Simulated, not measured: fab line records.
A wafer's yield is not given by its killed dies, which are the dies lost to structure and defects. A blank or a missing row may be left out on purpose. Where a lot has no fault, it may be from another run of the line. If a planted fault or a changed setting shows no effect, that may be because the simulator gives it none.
A struck lot beside a sound one    flow nand_harc    32 out of 1302 route steps
Sound: these wafers, L187.2, L187.4, L187.6. Wafers struck: L196.1, L196.2, L196.4. The cause is given at the end.
Each step with rows lists, per side, the tool, then ch with its chambers, then its first start. Under that, the readings that differ: sound wafers    struck wafers    difference of the means    sigmas: that difference in standard deviations of wafers without a fault.
alike: words and numbers the same on both sides, and readings whose means are apart by under 2 such deviations; not compared: readings that were withheld, readings missing a value for some wafer, numbers with overlapping values and no deviation given by the record, and bounds like >300 which may hide the same value.
Wherever a step has rows on one side only, a row that says differs or no value, or a row with sigmas, the two part there. Numbers that have no deviation but don't overlap get no sigmas and don't part them. Lack of a reading on every wafer of one side parts them only where that side has two or more wafers.

first, 9 steps without rows for these wafers: NHARC_A_CHANNEL_HOLE_D1_DEP_00 (deposits aC, target thk 3100 nm); NHARC_A_CHANNEL_HOLE_D1_DEP_01 (deposits SiON, target thk 140 nm); NHARC_A_CHANNEL_HOLE_D1_DEHYDRATE_02 (time 120 s); NHARC_A_CHANNEL_HOLE_D1_HMDS_03 (time 30 s); NHARC_A_CHANNEL_HOLE_D1_COAT_36 (time 75 s); NHARC_A_CHANNEL_HOLE_D1_COAT_37 (time 65 s); NHARC_A_CHANNEL_HOLE_D1_COAT_04 (resist thk 90 nm); NHARC_A_CHANNEL_HOLE_D1_SOFTBAKE_05 (time 55 s); NHARC_A_CHANNEL_HOLE_D1_EBR_06.
NHARC_A_CHANNEL_HOLE_D1_EXPOSE_07: exposes mask HOLE D1, target cd 100 nm.
  sound on arfi_scanner-03 ch 0, day 9 17:31; struck on arfi_scanner-03 ch 0, day 12 22:39
reading               sound              struck             difference  sigmas
exposure_dose_mJ_cm2  59.59 59.50 59.70  62.97 62.98 62.94  +3.37       +57
  alike: mask
then, 2 steps without rows for these wafers: NHARC_A_CHANNEL_HOLE_D1_PEB_08 (peb time 65 s); NHARC_A_CHANNEL_HOLE_D1_DEVELOP_09 (develop time 35 s).
NHARC_A_CHANNEL_HOLE_D1_CD_MEAS_10: the cd target is 100 nm.
  sound on cd_sem-03 ch 0, day 9 17:40; struck on cd_sem-03 ch 0, day 12 22:47
reading     sound              struck             difference  sigmas
cd_nm (nm)  100.7 100.0 100.1  102.7 102.4 101.9  +2.1        +5
NHARC_A_CHANNEL_HOLE_D1_DESCUM_15: chemistry O2, time 3 s.
  sound on rie_diel-03 ch 1,2, day 9 17:55; struck on rie_diel-11 ch 1,2,3, day 12 23:07
reading                             sound              struck             difference  sigmas
model.A_CHANNEL_HOLE_D1.cd_nm (nm)  100.4 99.96 99.64  103.1 102.4 102.3  +2.6        
  alike: drypump_motor_current_A, oes_product_au, rf_vpp_V, showerhead_plenum_p_Torr, throttle_valve_pct
  not compared: rf_hours_counter_h
then, 16 steps without rows for these wafers: NHARC_A_CHANNEL_HOLE_D1_ETCH_38 (etches the open film in CF4, target depth 39 nm, time 65 s); NHARC_A_CHANNEL_HOLE_D1_ETCH_39 (etches the open film in N2/H2, target depth 260 nm, time 325 s); NHARC_A_CHANNEL_HOLE_D1_ETCH_34 (etches the open film in CF4/CHF3, target depth 154 nm, time 77 s); NHARC_A_CHANNEL_HOLE_D1_ETCH_16 (etches the open film in O2/COS, target depth 3100 nm, time 806 s); NHARC_A_CHANNEL_HOLE_D1_ETCH_19 (etches the open film in C4F8/O2/Ar, time 34.5 s); NHARC_A_CHANNEL_HOLE_D1_ETCH_20 (etches the open film in C4F8/O2/Ar, time 361.9 s, target depth 1600 nm); NHARC_A_CHANNEL_HOLE_D1_ETCH_21 (etches the open film in C4F8/O2/Ar, time 514.3 s, target depth 1600 nm); NHARC_A_CHANNEL_HOLE_D1_ETCH_22 (etches the open film in C4F8/O2/Ar, time 666.7 s, target depth 1600 nm); NHARC_A_CHANNEL_HOLE_D1_ETCH_23 (etches the open film in C4F8/O2/Ar, time 819 s, target depth 1600 nm); NHARC_A_CHANNEL_HOLE_D1_ETCH_24 (etches the open film in C4F8/O2/Ar, time 906.2 s, target depth 1500 nm); NHARC_A_CHANNEL_HOLE_D1_ETCH_25 (etches the open film in C4F8/O2/Ar, time 1040.2 s, target depth 1500 nm); NHARC_A_CHANNEL_HOLE_D1_ETCH_26 (etches the open film in C4F8/O2/Ar, time 224.1 s, target depth 300 nm); NHARC_A_CHANNEL_HOLE_D1_ETCH_33 (etches the open film in C4F8/O2/Ar, time 90 s, target depth 400 nm); NHARC_A_CHANNEL_HOLE_D1_STRIP_41 (strips in N2/H2); NHARC_A_CHANNEL_HOLE_D1_STRIP_42 (strips in CF4/CHF3); NHARC_A_CHANNEL_HOLE_D1_STRIP_43 (strips in O2/COS).
NHARC_A_CHANNEL_HOLE_D1_ETCH_44: etches the open film in CF4/O2, target depth 140 nm, overetch 14 nm, time 77 s.
  sound on rie_diel-03 ch 0,1,3, day 10 04:11; struck on rie_diel-11 ch 1,2, day 13 05:06
reading                             sound              struck             difference  sigmas
model.A_CHANNEL_HOLE_D1.cd_nm (nm)  89.99 89.88 89.96  92.61 92.53 92.64  +2.65       
  alike: drypump_motor_current_A, oes_product_au, rf_vpp_V, showerhead_plenum_p_Torr, throttle_valve_pct
  not compared: rf_hours_counter_h
then, 1 step without rows for these wafers: NHARC_A_CHANNEL_HOLE_D1_STRIP_27 (strips in O2).

## WHERE THEY PART
Earliest at NHARC_A_CHANNEL_HOLE_D1_EXPOSE_07; latest, in this record, at NHARC_A_CHANNEL_HOLE_D1_CD_MEAS_10. Later steps at which nothing parts them and some readings are alike: NHARC_A_CHANNEL_HOLE_D1_DESCUM_15, NHARC_A_CHANNEL_HOLE_D1_ETCH_44.

WHY: what the simulator had put in
Process parameter drift: arfi_scanner-03, from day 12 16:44 on, at NHARC_A_CHANNEL_HOLE_D1_EXPOSE_07. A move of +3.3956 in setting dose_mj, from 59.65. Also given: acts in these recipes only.
